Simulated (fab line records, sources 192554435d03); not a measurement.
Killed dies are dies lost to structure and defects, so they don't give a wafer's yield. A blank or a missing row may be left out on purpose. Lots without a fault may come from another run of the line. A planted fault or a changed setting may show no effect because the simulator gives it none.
Chamber matching | flow n5_finfet | N5_FIN_SAQP_SPACER2_ALD_28 on ald_sin-03: 4 sister chambers
The step deposits SiO2, target thk 8.1 nm, pulse time 1 s, purge time 2 s. 4 wafers are shown with their chamber, then 9 later ones without.

WAFERS WITH THEIR CHAMBER
wafer  | chamber | heater_power_w (W)
L078.4 | 3       | 484
L087.1 | 1       | 459
L087.3 | 2       | 406
L087.6 | 0       | 462

WAFERS WITHOUT THEIR CHAMBER
wafer  | heater_power_w (W)
L088.2 | 461
L088.3 | 456
L088.5 | 399
L095.2 | 471
L095.3 | 454
L095.4 | 465
L097.2 | 470
L097.4 | 468
L097.5 | 486

WHICH CHAMBER EACH WENT THROUGH
wafer  | from the rows above          | in truth
L088.2 | can't be placed: 0 or 1      | 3
L088.3 | can't be placed: 1 or 0      | 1
L088.5 | 2                            | 2
L095.2 | can't be placed: 0 or 1 or 3 | 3
L095.3 | can't be placed: 1 or 0      | 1
L095.4 | can't be placed: 0 or 1      | 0
L097.2 | can't be placed: 0 or 1 or 3 | 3
L097.4 | can't be placed: 0 or 1 or 3 | 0
L097.5 | 3                            | 3
Placed correctly: 2 of 9. Can't be placed from these rows: 7 (the true chamber is among the candidates in 6). Placed wrongly: 0.
How it was worked out, from the rows above alone: a wafer's distance from a chamber is the root of the sum, over the readings, of the square of ((its reading less the chamber's mean) divided by the reading's scatter). The wafer belongs to the nearest chamber; if the next one is less than 2 further off, it can't be placed. A chamber's mean is the mean of its shown wafers. The scatter: with one shown wafer a chamber, the root of the mean of the squares of how far each hidden wafer lies from its nearest shown one.
